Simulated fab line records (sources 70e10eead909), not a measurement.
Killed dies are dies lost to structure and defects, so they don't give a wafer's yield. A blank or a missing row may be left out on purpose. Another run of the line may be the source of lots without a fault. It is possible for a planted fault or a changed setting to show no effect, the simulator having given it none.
Matching of chambers | flow nandHarc | NHARC_P_BONDPAD_CMP_32 on cmp-03: 4 sister chambers
The step polishes SiCN, target thk 200 nm. 4 wafers are shown with their chamber, then 7 later ones without.

== WAFERS WITH THEIR CHAMBER ==
wafer  | chamber | motorCurrentA (A)
L083.1 | 0       | 12.9
L086.5 | 3       | 13.3
L093.1 | 1       | 12.3
L093.2 | 2       | 13.7

== WAFERS WITHOUT THEIR CHAMBER ==
wafer  | motorCurrentA (A)
L093.4 | 12.4
L095.2 | 13.3
L095.3 | 13.1
L095.6 | 14.3
L096.2 | 13.1
L096.3 | 12.8
L096.5 | 13.4

== THE CHAMBER EACH PASSED THROUGH ==
wafer  | from the rows above          | in truth
L093.4 | can't be placed: 1 or 0      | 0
L095.2 | can't be placed: 3 or 2 or 0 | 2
L095.3 | can't be placed: 0 or 3 or 2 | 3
L095.6 | can't be placed: 2 or 3      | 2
L096.2 | can't be placed: 0 or 3 or 2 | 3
L096.3 | can't be placed: 0 or 1 or 3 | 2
L096.5 | can't be placed: 3 or 2 or 0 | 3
0 of 7 placed correctly. Can't be placed from these rows: 7 (the true chamber is among the candidates in 6). Number placed wrongly: 0.
How it was worked out, from the rows above alone: a wafer's distance from a chamber is the root of the sum, over the readings, of the square of ((its reading less the chamber's mean) divided by the reading's scatter). The wafer belongs to the nearest chamber; if the next one is less than 2 further off, it can't be placed. The mean given for a chamber averages the wafers shown for that chamber. The scatter (one wafer shown for each chamber): square how far every hidden wafer sits from the nearest shown wafer, average those squares and take the square root.
